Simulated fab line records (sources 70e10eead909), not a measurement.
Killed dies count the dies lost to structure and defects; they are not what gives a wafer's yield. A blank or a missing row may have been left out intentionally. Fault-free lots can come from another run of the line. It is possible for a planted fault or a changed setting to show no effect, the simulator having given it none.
Which tool did it? / flow nand-harc / 13 lots, 39 wafers sampled, at 3 steps of a route of 1302

WHAT THE GAUGES SHOWED, per wafer
NHARC_P_ZERO_WELL_INSPECT_43. Usual: raw-defect-count 14, standard deviation 7.4.
lot=L714; measured=day 2 03:17; on=defect-inspect-01; raw-defect-count=20 8 15; flag=
lot=L715; measured=day 2 13:38; on=defect-inspect-01; raw-defect-count=6 14 8; flag=
lot=L717; measured=day 3 09:46; on=defect-inspect-01; raw-defect-count=11 15 8; flag=
lot=L718; measured=day 3 19:35; on=defect-inspect-01; raw-defect-count=19 12 28; flag=
lot=L719; measured=day 4 05:41; on=defect-inspect-02; raw-defect-count=9 17 9; flag=
lot=L720; measured=day 4 15:42; on=defect-inspect-01; raw-defect-count=16 12 11; flag=
lot=L721; measured=day 5 02:07; on=defect-inspect-02; raw-defect-count=18 24 10; flag=
lot=L729; measured=day 8 10:19; on=defect-inspect-02; raw-defect-count=9 5 6; flag=
lot=L730; measured=day 8 19:34; on=defect-inspect-02; raw-defect-count=12 7 15; flag=
lot=L731; measured=day 9 05:23; on=defect-inspect-01; raw-defect-count=11 11 13; flag=
lot=L734; measured=day 10 11:46; on=defect-inspect-01; raw-defect-count=7 35 15; flag=
lot=L735; measured=day 10 22:01; on=defect-inspect-01; raw-defect-count=19 15 16; flag=
lot=L736; measured=day 11 07:40; on=defect-inspect-02; raw-defect-count=16 19 16; flag=

NHARC_P_GATE_CD_MEAS_11 targets a cd of 1640 nm. Usual: cd-nm 1639.8 nm, standard deviation 1.5.
lot=L714; measured=day 4 14:00; on=cd-sem-02; cd-nm (nm)=1641.8 1639.1 1640.0; flag=
lot=L715; measured=day 5 03:14; on=cd-sem-03; cd-nm (nm)=1640.4 1641.5 1640.0; flag=
lot=L717; measured=day 5 17:18; on=cd-sem-03; cd-nm (nm)=1642.0 1641.0 1640.9; flag=
lot=L718; measured=day 5 21:56; on=cd-sem-02; cd-nm (nm)=1640.2 1642.0 1641.0; flag=
lot=L719; measured=day 6 08:11; on=cd-sem-03; cd-nm (nm)=- - -; flag=OFF
lot=L720; measured=day 6 21:28; on=cd-sem-03; cd-nm (nm)=1638.3 1638.2 1637.1; flag=
lot=L721; measured=day 7 14:14; on=cd-sem-03; cd-nm (nm)=1638.9 1639.8 1640.3; flag=
lot=L729; measured=day 10 10:17; on=cd-sem-03; cd-nm (nm)=1638.0 1640.6 1638.4; flag=
lot=L730; measured=day 10 23:11; on=cd-sem-03; cd-nm (nm)=1641.1 1639.4 1640.2; flag=
lot=L731; measured=day 11 11:01; on=cd-sem-01; cd-nm (nm)=1638.9 1638.9 1638.4; flag=
lot=L734; measured=day 12 15:35; on=cd-sem-01; cd-nm (nm)=1641.8 1640.7 1641.7; flag=
lot=L735; measured=day 13 03:34; on=cd-sem-02; cd-nm (nm)=1638.6 1636.3 1640.5; flag=
lot=L736; measured=day 13 15:35; on=cd-sem-03; cd-nm (nm)=1643.1 1641.2 1638.3; flag=

WHICH TOOL RAN EACH LOT (tool, then ch and the chambers of the sampled wafers, then the start)
lot=L714; NHARC_P_GATE_EXPOSE_08=krf-scanner-02 ch 0, day 4 13:51
lot=L715; NHARC_P_GATE_EXPOSE_08=krf-scanner-02 ch 0, day 5 03:04
lot=L717; NHARC_P_GATE_EXPOSE_08=krf-scanner-03 ch 0, day 5 17:08
lot=L718; NHARC_P_GATE_EXPOSE_08=krf-scanner-03 ch 0, day 5 21:47
lot=L719; NHARC_P_GATE_EXPOSE_08=krf-scanner-02 ch 0, day 6 08:02
lot=L720; NHARC_P_GATE_EXPOSE_08=krf-scanner-03 ch 0, day 6 21:19
lot=L721; NHARC_P_GATE_EXPOSE_08=krf-scanner-02 ch 0, day 7 14:05
lot=L729; NHARC_P_GATE_EXPOSE_08=krf-scanner-02 ch 0, day 10 10:07
lot=L730; NHARC_P_GATE_EXPOSE_08=krf-scanner-02 ch 0, day 10 23:02
lot=L731; NHARC_P_GATE_EXPOSE_08=krf-scanner-03 ch 0, day 11 10:51
lot=L734; NHARC_P_GATE_EXPOSE_08=krf-scanner-01 ch 0, day 12 15:26
lot=L735; NHARC_P_GATE_EXPOSE_08=krf-scanner-02 ch 0, day 13 03:25
lot=L736; NHARC_P_GATE_EXPOSE_08=krf-scanner-02 ch 0, day 13 15:26
- NHARC_P_GATE_EXPOSE_08: exposes mask P HV.

AS READ BY THE TOOLS THEMSELVES (means over the sampled wafers that have a number; for cases with no such wafer, the mark the record gives instead)
NHARC_P_GATE_EXPOSE_08. Usual: focus-offset-nm 0.0 nm, standard deviation 0.55.
lot=L714; tool=krf-scanner-02; focus-offset-nm (nm)=-0.0; flag=
lot=L715; tool=krf-scanner-02; focus-offset-nm (nm)=0.2; flag=
lot=L717; tool=krf-scanner-03; focus-offset-nm (nm)=-0.2; flag=
lot=L718; tool=krf-scanner-03; focus-offset-nm (nm)=0.2; flag=
lot=L719; tool=krf-scanner-02; focus-offset-nm (nm)=-0.7; flag=
lot=L720; tool=krf-scanner-03; focus-offset-nm (nm)=0.5; flag=
lot=L721; tool=krf-scanner-02; focus-offset-nm (nm)=-0.1; flag=
lot=L729; tool=krf-scanner-02; focus-offset-nm (nm)=-0.2; flag=
lot=L730; tool=krf-scanner-02; focus-offset-nm (nm)=0.4; flag=
lot=L731; tool=krf-scanner-03; focus-offset-nm (nm)=0.4; flag=
lot=L734; tool=krf-scanner-01; focus-offset-nm (nm)=0.2; flag=
lot=L735; tool=krf-scanner-02; focus-offset-nm (nm)=0.2; flag=
lot=L736; tool=krf-scanner-02; focus-offset-nm (nm)=-0.1; flag=

THE ANSWER, worked out from the rows above alone
Rule: lot off if the mean of its wafers having a number is beyond 3 standard deviations from the usual mean. A lot without any number at a reading at which 4 lots or more have one is off too. Any other lot the step has rows for is counted as sound. After the gauges, taken in route order, come the tools' own readings; for these a lot's mean is taken, as printed above. The first step at which some lot is off is used, and at that step the reading that is off furthest; a lot without a number counts as furthest.
Off: L719, at NHARC_P_GATE_CD_MEAS_11 (cd-nm). Without a number there: L719.
If a tool, at a process step before that reading, ran all the lots that are off and no sound lot after the first of them, it fits. The gauges at NHARC_P_GATE_CD_MEAS_11 are tried like those tools. Of those tried, none fits.

WHAT THE SIMULATOR HAD PUT IN
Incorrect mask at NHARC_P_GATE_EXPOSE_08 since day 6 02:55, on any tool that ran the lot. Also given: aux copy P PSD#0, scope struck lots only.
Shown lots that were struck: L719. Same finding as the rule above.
